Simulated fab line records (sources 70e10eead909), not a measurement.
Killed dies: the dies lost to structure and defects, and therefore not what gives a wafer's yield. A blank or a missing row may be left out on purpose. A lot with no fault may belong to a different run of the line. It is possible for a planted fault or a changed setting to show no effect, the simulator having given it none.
A lot that was struck, set against a sound lot	flow nandHarc	15 out of 1302 route steps
Sound: these wafers, L172.1, L172.2, L172.3. Wafers L167.1, L167.5 were the ones struck. The cause is given at the end.
For every step that has rows: the tool of each side, followed by ch and its chambers, followed by its first start. Under that, the readings that differ: sound wafers	struck wafers	difference of the means	sigmas: that difference in standard deviations of wafers without a fault.
alike: readings whose means differ by less than 2 such deviations, and words and numbers that are the same on both sides. not compared: withheld readings, readings that some wafer has no value for, bounds like >300 that may hide the same value, and numbers for which the record gives no deviation and whose values overlap.
A row with sigmas, a row that says differs or no value, or rows on one side alone: a step with any of these is where the two part. Non-overlapping numbers with no deviation appear without sigmas and do not part them. A reading that every wafer of one side lacks parts them only if that side has two wafers or more.

first, 3 steps without rows for these wafers: NHARC_A_CHANNEL_HOLE_D1_STRIP_41 (strips in N2/H2); NHARC_A_CHANNEL_HOLE_D1_STRIP_42 (strips in CF4/CHF3); NHARC_A_CHANNEL_HOLE_D1_STRIP_43 (strips in O2/COS).
NHARC_A_CHANNEL_HOLE_D1_ETCH_44: etches the open film in CF4/O2, target depth 140 nm, overetch 14 nm, time 77 s.
  sound on rieDiel-11 ch 0,2,3, day 16 06:14; struck on rieDiel-11 ch 0,2, day 14 20:12
  alike: chamberPressureMTorr, drypumpMotorCurrentA, oesProductAu, rfVppV, showerheadPlenumPTorr, throttleValvePct
  not compared: rfHoursCounterH
NHARC_A_CHANNEL_HOLE_D1_STRIP_27: strips in O2.
  sound on rieDiel-11 ch 0,2,3; struck on rieDiel-11 ch 2,3
  alike: chamberPressureMTorr, drypumpMotorCurrentA, oesProductAu, rfVppV, showerheadPlenumPTorr, throttleValvePct
  not compared: rfHoursCounterH
then, 2 steps without rows for these wafers: NHARC_A_CHANNEL_HOLE_D1_PRECLEAN_28 (cleans in SC1); NHARC_A_CHANNEL_HOLE_D1_SRD_29.
NHARC_A_CHANNEL_HOLE_D1_CD_MEAS_30:
  struck on cdSem-01, day 14 20:59; sound on cdSem-03, day 16 07:02
  alike: cdNm
NHARC_A_CHANNEL_HOLE_D1_XSEM_31:
  sound on xsem-02 ch 0, day 16 07:08; struck on xsem-02 ch 0, day 14 21:04
  alike: botCdNm, bowNm, tiltDeg
NHARC_A_CHANNEL_HOLE_D1_INSPECT_40:
  struck on defectInspect-02, day 14 21:10; sound on defectInspect-01, day 16 07:14
  alike: rawDefectCount
then, 2 steps without rows for these wafers: NHARC_A_CHANNEL_FILL_D1_PRECLEAN_00 (cleans in SC1); NHARC_A_CHANNEL_FILL_D1_SRD_01.
NHARC_A_CHANNEL_FILL_D1_ALD_02: deposits SiO2, target thk 6 nm, pulse time 10 s, ald cycles 60.
  sound on aldHk-03 ch 0,1,3, day 16 07:26; struck on aldHk-02 ch 0,3, day 14 21:34
reading	sound	struck	difference	sigmas
aldCycles	60 60 60	48 48	-12	
  alike: heaterPowerW, precursorPulseHeightRel
NHARC_A_CHANNEL_FILL_D1_ALD_03: deposits SiNx, target thk 6 nm, pulse time 60 s, ald cycles 58.
  sound on aldSinBatch-02 ch 0; struck on aldSinBatch-01 ch 0
  alike: precursorPulseHeightRel
  not compared: aldCycles
NHARC_END_SORT_01:
  the record has rows for the sound wafers here (prober-01 ch 0, day 32 22:42) and none for the struck ones

WHERE THEY PART
At NHARC_END_SORT_01 and nowhere else, as far as this record goes.

WHY: what had been put in by the simulator
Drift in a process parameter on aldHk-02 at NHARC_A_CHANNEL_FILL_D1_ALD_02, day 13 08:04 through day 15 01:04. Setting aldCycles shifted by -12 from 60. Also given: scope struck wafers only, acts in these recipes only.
